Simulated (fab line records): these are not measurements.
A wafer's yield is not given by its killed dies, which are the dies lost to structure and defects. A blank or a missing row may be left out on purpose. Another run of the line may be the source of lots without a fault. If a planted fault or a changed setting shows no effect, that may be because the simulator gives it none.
Comparing a struck lot with a sound one -- flow nand harc -- 25 steps out of a route of 1302
Sound: these wafers, L845.1, L845.4, L845.6. Wafers L844.1, L844.2, L844.6 were the ones struck. Last of all comes the cause.
At each step with rows: each side's tool, then ch and its chambers, then its first start. Under that, the readings that differ: sound wafers -- struck wafers -- difference of the means -- sigmas: that difference in standard deviations of wafers without a fault.
alike: readings whose means differ by less than 2 such deviations, and words and numbers that are the same on both sides. not compared: withheld readings, readings that some wafer has no value for, bounds like >300 that may hide the same value, and numbers for which the record gives no deviation and whose values overlap.
A row with sigmas, a row that says differs or no value, or rows on one side alone: a step with any of these is where the two part. When numbers do not overlap yet have no deviation, they are printed without sigmas and do not part them. Lack of a reading on every wafer of one side parts them only where that side has two or more wafers.

first, 3 steps without rows for these wafers: NHARC_A_CHANNEL_HOLE_D2_DESCUM_15 (chemistry O2, time 3 s); NHARC_A_CHANNEL_HOLE_D2_ETCH_38 (etches the open film in CF4, target depth 39 nm, time 65 s); NHARC_A_CHANNEL_HOLE_D2_ETCH_39 (etches the open film in N2/H2, target depth 260 nm, time 325 s).
NHARC_A_CHANNEL_HOLE_D2_ETCH_34: etches the open film in CF4/CHF3, target depth 154 nm, time 77 s.
  sound on rie diel-09 ch 0,1; struck on rie diel-08 ch 2,3
  alike: bias w, cf4 flow sccm, drypump motor current A, oes product au, rf vpp V, showerhead plenum p Torr, throttle valve pct
  not compared: rf hours counter h
then, 1 step without rows for these wafers: NHARC_A_CHANNEL_HOLE_D2_ETCH_16 (etches the open film in O2/COS, target depth 3100 nm, time 806 s).
NHARC_A_CHANNEL_HOLE_D2_CD_MEAS_18:
  sound: cd sem-03 at day 17 23:18; struck: cd sem-02 at day 17 10:34
  alike: cd nm
then, 1 step without rows for these wafers: NHARC_A_CHANNEL_HOLE_D2_ETCH_19 (etches the open film in C4F8/O2/Ar, time 34.5 s).
NHARC_A_CHANNEL_HOLE_D2_ETCH_20: etches the open film in C4F8/O2/Ar, time 361.9 s, target depth 1600 nm.
  sound on har etch-02 ch 0,1, day 18 01:46; struck on har etch-01 ch 0,1, day 17 11:13
  alike: c4f8 flow sccm, chamber pressure mTorr, drypump motor current A, showerhead plenum p Torr, throttle valve pct
  not compared: rf hours counter h
then, 3 steps without rows for these wafers: NHARC_A_CHANNEL_HOLE_D2_ETCH_21 (etches the open film in C4F8/O2/Ar, time 514.3 s, target depth 1600 nm); NHARC_A_CHANNEL_HOLE_D2_ETCH_22 (etches the open film in C4F8/O2/Ar, time 666.7 s, target depth 1600 nm); NHARC_A_CHANNEL_HOLE_D2_ETCH_23 (etches the open film in C4F8/O2/Ar, time 819 s, target depth 1600 nm).
NHARC_A_CHANNEL_HOLE_D2_ETCH_24: etches the open film in C4F8/O2/Ar, time 906.2 s, target depth 1500 nm.
  sound on har etch-02 ch 0,1, day 18 03:47; struck on har etch-01 ch 0,1, day 17 13:14
  alike: c4f8 flow sccm, chamber pressure mTorr, drypump motor current A, showerhead plenum p Torr, throttle valve pct
  not compared: rf hours counter h
NHARC_A_CHANNEL_HOLE_D2_ETCH_25: etches the open film in C4F8/O2/Ar, time 1040.2 s, target depth 1500 nm.
  sound on har etch-02 ch 0,1, day 18 04:33; struck on har etch-01 ch 0,1, day 17 14:01
  no value came back on the struck wafers for any of 5 readings (c4f8 flow sccm (sccm), chamber pressure mTorr (mTorr) and others); on the sound wafers c4f8 flow sccm (sccm) reads 94.17 93.37 93.69
  not compared: rf hours counter h
NHARC_A_CHANNEL_HOLE_D2_ETCH_26: etches the open film in C4F8/O2/Ar, time 224.1 s, target depth 300 nm.
  sound on har etch-02 ch 0,1, day 18 05:26; struck on har etch-01 ch 0,1, day 17 14:54
  alike: bias v, c4f8 flow sccm, drypump motor current A, showerhead plenum p Torr, throttle valve pct
  not compared: rf hours counter h
then, 4 steps without rows for these wafers: NHARC_A_CHANNEL_HOLE_D2_ETCH_27 (etches the open film in C4F8/O2/Ar, time 90 s, target depth 400 nm); NHARC_A_CHANNEL_HOLE_D2_STRIP_41 (strips in N2/H2); NHARC_A_CHANNEL_HOLE_D2_STRIP_42 (strips in CF4/CHF3); NHARC_A_CHANNEL_HOLE_D2_STRIP_43 (strips in O2/COS).
NHARC_A_CHANNEL_HOLE_D2_ETCH_44: etches the open film in CF4/O2, target depth 140 nm, overetch 14 nm, time 77 s.
  sound on rie diel-08 ch 0,2,3, day 18 06:23; struck on rie diel-08 ch 1,2,3, day 17 15:52
reading,sound,struck,difference,sigmas
model.A_CHANNEL_HOLE_D2.cd nm (nm),91.32 88.43 90.19,99.91 101.3 96.68,+9.32,
  alike: bias w, cf4 flow sccm, drypump motor current A, oes product au, rf vpp V, showerhead plenum p Torr, throttle valve pct
  not compared: rf hours counter h
NHARC_A_CHANNEL_HOLE_D2_STRIP_28: strips in O2.
  sound on rie diel-08 ch 0,1,3; struck on rie diel-08 ch 1,3
  alike: drypump motor current A, oes product au, rf vpp V, showerhead plenum p Torr, throttle valve pct
  not compared: rf hours counter h
then, 2 steps without rows for these wafers: NHARC_A_CHANNEL_HOLE_D2_PRECLEAN_29 (cleans in SC1); NHARC_A_CHANNEL_HOLE_D2_SRD_30.
NHARC_A_CHANNEL_HOLE_D2_CD_MEAS_31:
  sound: cd sem-03 at day 18 07:11; struck: cd sem-01 at day 17 16:47
reading,sound,struck,difference,sigmas
cd nm (nm),90.3 88.6 90.5,-0.4 1.0 -0.3,-89.7,-60
NHARC_A_CHANNEL_HOLE_D2_XSEM_32:
  sound on xsem-02 ch 0, day 18 07:16; struck on xsem-01 ch 0, day 17 16:52
reading,sound,struck,difference,sigmas
bot cd nm (nm),76.1 74.3 76.1,0.0 1.0 0.0,-75.2,-47
bow nm (nm),8.54 8.62 8.56,0.96 0.95 0.96,-7.62,-28
  alike: tilt deg
NHARC_A_CHANNEL_HOLE_D2_INSPECT_40:
  sound: defect inspect-02 at day 18 07:22; struck: defect inspect-01 at day 17 16:58
  alike: raw defect count

WHERE THEY PART
Earliest at NHARC_A_CHANNEL_HOLE_D2_ETCH_25; latest, in this record, at NHARC_A_CHANNEL_HOLE_D2_XSEM_32. Later steps at which nothing parts them and some readings are alike: NHARC_A_CHANNEL_HOLE_D2_INSPECT_40.

WHY: the cause the simulator had injected
At NHARC_A_CHANNEL_HOLE_D2_ETCH_25, the step was skipped entirely on har etch-01 from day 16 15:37 on. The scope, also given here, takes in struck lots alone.
